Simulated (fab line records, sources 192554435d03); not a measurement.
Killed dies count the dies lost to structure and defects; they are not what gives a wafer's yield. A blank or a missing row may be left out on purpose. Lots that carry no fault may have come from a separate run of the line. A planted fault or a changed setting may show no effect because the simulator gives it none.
Chamber matching / flow n5 finfet / rie diel-04 running N5_BEOL_M4_DESCUM_33: 4 sister chambers
The step chemistry O2, time 7 s. 4 wafers are shown with their chamber, then 9 later ones without.

## WAFERS PAIRED WITH THEIR CHAMBERS
wafer=L074.2; chamber=2; throttle valve pct (%)=20.60
wafer=L083.1; chamber=1; throttle valve pct (%)=19.99
wafer=L088.5; chamber=3; throttle valve pct (%)=20.05
wafer=L088.6; chamber=0; throttle valve pct (%)=20.36

## WAFERS WITH NO CHAMBER GIVEN
wafer=L087.1; throttle valve pct (%)=20.07
wafer=L087.2; throttle valve pct (%)=20.38
wafer=L087.3; throttle valve pct (%)=20.01
wafer=L090.2; throttle valve pct (%)=20.38
wafer=L090.3; throttle valve pct (%)=20.64
wafer=L090.6; throttle valve pct (%)=20.02
wafer=L094.1; throttle valve pct (%)=20.39
wafer=L094.3; throttle valve pct (%)=20.10
wafer=L094.4; throttle valve pct (%)=20.66

## WHICH CHAMBER EACH ONE RAN IN
wafer=L087.1; from the rows above=can't be placed: 3 or 1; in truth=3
wafer=L087.2; from the rows above=0; in truth=0
wafer=L087.3; from the rows above=can't be placed: 1 or 3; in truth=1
wafer=L090.2; from the rows above=0; in truth=0
wafer=L090.3; from the rows above=2; in truth=2
wafer=L090.6; from the rows above=can't be placed: 1 or 3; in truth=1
wafer=L094.1; from the rows above=0; in truth=0
wafer=L094.3; from the rows above=can't be placed: 3 or 1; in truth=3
wafer=L094.4; from the rows above=2; in truth=2
5 of 9 placed correctly. Unplaceable from these rows: 4, with the true chamber sitting among the candidates in 4. Wrongly placed: 0.
How it was worked out, from the rows above alone: a wafer's distance from a chamber is the root of the sum, over the readings, of the square of ((its reading less the chamber's mean) divided by the reading's scatter). If the next closest chamber is less than 2 further off than the closest, the wafer can't be placed; otherwise it belongs to the closest. A chamber's mean is the mean of its shown wafers. The scatter (one wafer shown for each chamber): square how far every hidden wafer sits from the nearest shown wafer, average those squares and take the square root.
